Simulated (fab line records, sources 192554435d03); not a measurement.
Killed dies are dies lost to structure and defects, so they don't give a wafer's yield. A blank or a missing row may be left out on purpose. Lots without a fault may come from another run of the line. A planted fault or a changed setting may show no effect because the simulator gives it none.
Split-lot experiment | flow n5_finfet | 7 lots, 39 wafers read, on a route of 1938 steps

THE SPLIT
At N5_DUMMY_GATE_EXPOSE_12 (exposes mask GATE, target cd 25 nm), the setting dose_mj was moved away from the recipe's 34 on 15 of the 39 wafers read, by -7.2% to +2.6%. The other wafers ran this setting at the recipe's value.

FROM THE SPLIT TO THE READING: what the file shows between them, 2 steps
- N5_DUMMY_GATE_PEB_13: peb time 60 s
- N5_DUMMY_GATE_DEVELOP_14: develop time 30 s

THE READING
cd_nm, in nm, at N5_DUMMY_GATE_CD_MEAS_15 (target cd 25.8 nm). Fault-free wafers of this fab line usually give 24.99 nm, standard deviation 0.22 nm.

wafer  | tool, chamber at the split | dose_mj as run | against the recipe | cd_nm, nm | against lot-mates on the recipe
L075.1 | euv_scanner-01, 0          | 34             | recipe             | 25.01     | -
L075.2 | euv_scanner-01, 0          | 31.54          | -7.2%              | 26.53     | +1.57
L075.3 | euv_scanner-01, 0          | 31.54          | -7.2%              | 26.38     | +1.42
L075.4 | euv_scanner-01, 0          | 31.54          | -7.2%              | 26.24     | +1.28
L075.5 | euv_scanner-01, 0          | 34             | recipe             | 24.87     | -
L075.6 | euv_scanner-01, 0          | 34             | recipe             | 24.99     | -
L076.1 | euv_scanner-01, 0          | 34             | recipe             | 24.94     | -
L076.2 | euv_scanner-01, 0          | 34             | recipe             | 24.79     | -
L076.3 | euv_scanner-01, 0          | 34             | recipe             | 25.00     | -
L076.4 | euv_scanner-01, 0          | 34             | recipe             | 25.03     | -
L076.5 | euv_scanner-01, 0          | 34             | recipe             | 24.35     | -
L076.6 | euv_scanner-01, 0          | 34             | recipe             | 24.77     | -
L082.1 | euv_scanner-01, 0          | 34             | recipe             | 24.69     | -
L082.2 | euv_scanner-01, 0          | 34             | recipe             | 24.95     | -
L082.3 | euv_scanner-01, 0          | 32.22          | -5.2%              | 26.34     | +1.57
L082.4 | euv_scanner-01, 0          | 32.22          | -5.2%              | 25.70     | +0.93
L082.5 | euv_scanner-01, 0          | 32.22          | -5.2%              | 25.77     | +1.00
L082.6 | euv_scanner-01, 0          | 34             | recipe             | 24.67     | -
L084.1 | euv_scanner-01, 0          | 34             | recipe             | 24.98     | -
L084.2 | euv_scanner-01, 0          | 31.98          | -5.9%              | 25.94     | +0.93
L084.3 | euv_scanner-01, 0          | 34             | recipe             | 25.06     | -
L084.4 | euv_scanner-01, 0          | 34             | recipe             | 24.99     | -
L084.5 | euv_scanner-01, 0          | 31.98          | -5.9%              | 26.04     | +1.03
L084.6 | euv_scanner-01, 0          | 31.98          | -5.9%              | 26.20     | +1.19
L085.1 | euv_scanner-01, 0          | 34.9           | +2.6%              | 24.74     | -0.31
L085.2 | euv_scanner-01, 0          | 34.9           | +2.6%              | 24.47     | -0.58
L085.3 | euv_scanner-01, 0          | 34             | recipe             | 25.19     | -
L085.4 | euv_scanner-01, 0          | 34.9           | +2.6%              | 24.96     | -0.09
L085.5 | euv_scanner-01, 0          | 34             | recipe             | 24.82     | -
L085.6 | euv_scanner-01, 0          | 34             | recipe             | 25.15     | -
L091.1 | euv_scanner-01, 0          | 34             | recipe             | 25.29     | -
L091.2 | euv_scanner-01, 0          | 34             | recipe             | 25.00     | -
L091.4 | euv_scanner-01, 0          | 34             | recipe             | 24.95     | -
L093.1 | euv_scanner-01, 0          | 34             | recipe             | 25.13     | -
L093.2 | euv_scanner-01, 0          | 32.26          | -5.1%              | 25.90     | +0.79
L093.3 | euv_scanner-01, 0          | 34             | recipe             | 25.03     | -
L093.4 | euv_scanner-01, 0          | 32.26          | -5.1%              | 25.66     | +0.55
L093.5 | euv_scanner-01, 0          | 34             | recipe             | 25.16     | -
L093.6 | euv_scanner-01, 0          | 32.26          | -5.1%              | 25.76     | +0.65

THE FIT
A straight line over all 39 wafers: cd_nm changes by -0.177 nm for each +1% of dose_mj; r = -0.93; the points scatter about the line by 0.21 nm.
The same after taking each lot's own level away (the mean of its wafers on the recipe; 39 wafers): -0.179 nm for each +1%; r = -0.94; scatter 0.2 nm.
On that fit, the largest move of dose_mj shifts the reading by 1.3 nm.
The lots' own levels span 24.770 to 25.107 nm, that is 1.5 times the standard deviation above.
So the lot-to-lot level changes the slope little: the two slopes agree.
Check: with one of the wafers moved furthest among these (-7.2%) left out of the fit, the line predicts +1.28 nm for it against its lot-mates. It came out at +1.57 nm against them.

OTHER SPLITS ON THESE WAFERS
These wafers also went through other splits before the reading. Each is held against what the fit with the lots' levels taken away leaves over:
other split on the same wafers | wafers away from the commonest value | r with cd_nm (lot level and that fit taken away)
N5_FIN_CUT_ETCH_21 time_s      | 18                                   | -0.06

THE FILE'S OWN FIT
cd_nm changes by -0.182 nm for each +1% of dose_mj, r = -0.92.
